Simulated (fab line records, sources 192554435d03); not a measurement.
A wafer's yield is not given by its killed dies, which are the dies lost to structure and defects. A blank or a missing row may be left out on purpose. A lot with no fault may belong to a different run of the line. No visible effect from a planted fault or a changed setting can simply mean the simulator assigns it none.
Matching of chambers || flow n5Finfet || N5_ZERO_LAYER_PECVD_02 on pecvd-02: 3 sister chambers
The step deposits SiO2 from SiH4/N2O, target thk 10 nm, time 6 s. 3 wafers are shown with their chamber, then 7 later ones without.

WAFERS PAIRED WITH THEIR CHAMBERS
{"wafer": "L088.5", "chamber": 0, "heaterPowerW (W)": 846}
{"wafer": "L089.2", "chamber": 2, "heaterPowerW (W)": 602}
{"wafer": "L089.3", "chamber": 1, "heaterPowerW (W)": 746}

WAFERS WITH NO CHAMBER GIVEN
{"wafer": "L089.4", "heaterPowerW (W)": 750}
{"wafer": "L090.1", "heaterPowerW (W)": 851}
{"wafer": "L090.4", "heaterPowerW (W)": 597}
{"wafer": "L090.5", "heaterPowerW (W)": 763}
{"wafer": "L092.3", "heaterPowerW (W)": 784}
{"wafer": "L092.4", "heaterPowerW (W)": 791}
{"wafer": "L092.6", "heaterPowerW (W)": 633}

THE CHAMBER EACH PASSED THROUGH
{"wafer": "L089.4", "from the rows above": 1, "in truth": 1}
{"wafer": "L090.1", "from the rows above": 0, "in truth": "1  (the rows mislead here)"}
{"wafer": "L090.4", "from the rows above": 2, "in truth": 2}
{"wafer": "L090.5", "from the rows above": 1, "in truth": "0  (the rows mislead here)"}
{"wafer": "L092.3", "from the rows above": "can't be placed: 1 or 0", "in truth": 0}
{"wafer": "L092.4", "from the rows above": "can't be placed: 1 or 0", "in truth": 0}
{"wafer": "L092.6", "from the rows above": 2, "in truth": 2}
Correct placement for 3 of the 7. From these rows, 2 cannot be placed; in 2 the true chamber is one of the candidates. 2 placed wrongly.
How it was worked out, from the rows above alone: a wafer's distance from a chamber is the root of the sum, over the readings, of the square of ((its reading less the chamber's mean) divided by the reading's scatter). The wafer belongs to the nearest chamber; if the next one is less than 2 further off, it can't be placed. The mean given for a chamber averages the wafers shown for that chamber. The scatter: with one shown wafer a chamber, the root of the mean of the squares of how far each hidden wafer lies from its nearest shown one.
